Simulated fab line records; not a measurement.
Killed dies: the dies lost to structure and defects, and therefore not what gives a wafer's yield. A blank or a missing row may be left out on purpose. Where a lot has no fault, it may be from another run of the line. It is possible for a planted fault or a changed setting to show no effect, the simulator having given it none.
The same fault as seen by 3 desks :: flow n5 finfet :: each desk holds nothing but its own numbers, with what lay behind them at the end

AT THE METROLOGY DESK
Means of the sampled wafers that have a number, per lot and without regard to the tool the lot ran on: this is what the gauges read. Marked OUT: a lot whose mean sits more than 4 standard deviations from the usual mean, which makes it out of limits; the brackets give that distance.
Columns: A = V14_OVL at N5_BEOL_M15_OVL_MEAS_11, usual -5 nm; B = M15_OVL at N5_BEOL_M15_OVL_MEAS_29, usual 5 nm
lot: L201
first seen here: day 12 01:54
A: 5
B: 2

lot: L199
first seen here: day 12 05:35
A: -5
B: 6

lot: L205
first seen here: day 13 09:02
A: 1
B: 12

lot: L206
first seen here: day 13 14:47
A: -7
B: 7

lot: L208
first seen here: day 14 00:50
A: 5
B: 5

lot: L209
first seen here: day 14 08:24
A: -4
B: -1

lot: L210
first seen here: day 14 12:23
A: -5
B: -1

lot: L213
first seen here: day 15 14:12
A: 1
B: 11

lot: L216
first seen here: day 15 18:10
A: 0
B: 4

lot: L218
first seen here: day 15 21:53
A: 0
B: 1

lot: L220
first seen here: day 16 23:39
A: -4
B: 8

lot: L221
first seen here: day 17 01:56
A: -7
B: 5

lot: L222
first seen here: day 17 05:55
A: -10
B: 9
Finding of this desk: none of the 13 lots has anything out of limits.

TOOL OWNER'S DESK, litho track-05
The tool's own readings at N5_BEOL_M15_COAT_60 (time 60 s, resist thk 89 nm): means of the sampled wafers that have a number, for each lot that ran on this tool. Marked OUT: a lot whose mean sits more than 4 standard deviations from the usual mean, which makes it out of limits; the brackets give that distance.
Columns: A = spin speed rpm at N5_BEOL_M15_COAT_60, usual 1500.1 rpm
lot: L201
first seen here: day 12 03:07
A: 1499.9

lot: L209
first seen here: day 14 09:34
A: 1499.3

lot: L213
first seen here: day 15 15:25
A: 1559.8 (+60) OUT

lot: L218
first seen here: day 15 23:10
A: 1560.7 (+61) OUT
This desk's finding: out of limits on L213, L218; first on L213, day 15 15:25 (spin speed rpm at N5_BEOL_M15_COAT_60). L201, L209 stayed within limits.

THE DEFECT DESK
What the inspections along the route counted, lot by lot: means of the sampled wafers that have a number. Marked OUT: a lot whose mean sits more than 4 standard deviations from the usual mean, which makes it out of limits; the brackets give that distance.
Columns: A = raw defect count at N5_BEOL_M15_INSPECT_12, usual 1.9
lot: L201
first seen here: day 12 01:56
A: 1.3

lot: L199
first seen here: day 12 05:37
A: 2.0

lot: L205
first seen here: day 13 09:04
A: 1.0

lot: L206
first seen here: day 13 14:49
A: 1.3

lot: L208
first seen here: day 14 00:52
A: 2.3

lot: L209
first seen here: day 14 08:26
A: 2.3

lot: L210
first seen here: day 14 12:24
A: 2.0

lot: L213
first seen here: day 15 14:13
A: 1.0

lot: L216
first seen here: day 15 18:11
A: 4.7

lot: L218
first seen here: day 15 21:54
A: 1.0

lot: L220
first seen here: day 16 23:41
A: 3.7

lot: L221
first seen here: day 17 01:58
A: 2.0

lot: L222
first seen here: day 17 05:57
A: 3.0
Finding of this desk: none of the 13 lots has anything out of limits.

TAKEN TOGETHER
On L213, L218, at day 15 15:25, an alarm was possible from the tool owner's desk.
Nothing out of limits was seen by the metrology desk.
No out-of-limits result turned up at the defect desk.
The metrology desk has L213, L218 on record, within its limits.
The defect desk has L213, L218 on record, within its limits.
On litho track-05, each named lot ran N5_BEOL_M15_COAT_60.

WHAT THE SIMULATOR PUT IN
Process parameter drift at N5_BEOL_M15_COAT_60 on litho track-05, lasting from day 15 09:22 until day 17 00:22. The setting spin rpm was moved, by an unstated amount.
Shown lots that were struck: L213, L218.
Delay in hours, fault start to first out-of-limits reading, by desk: the tool owner's desk at 6.
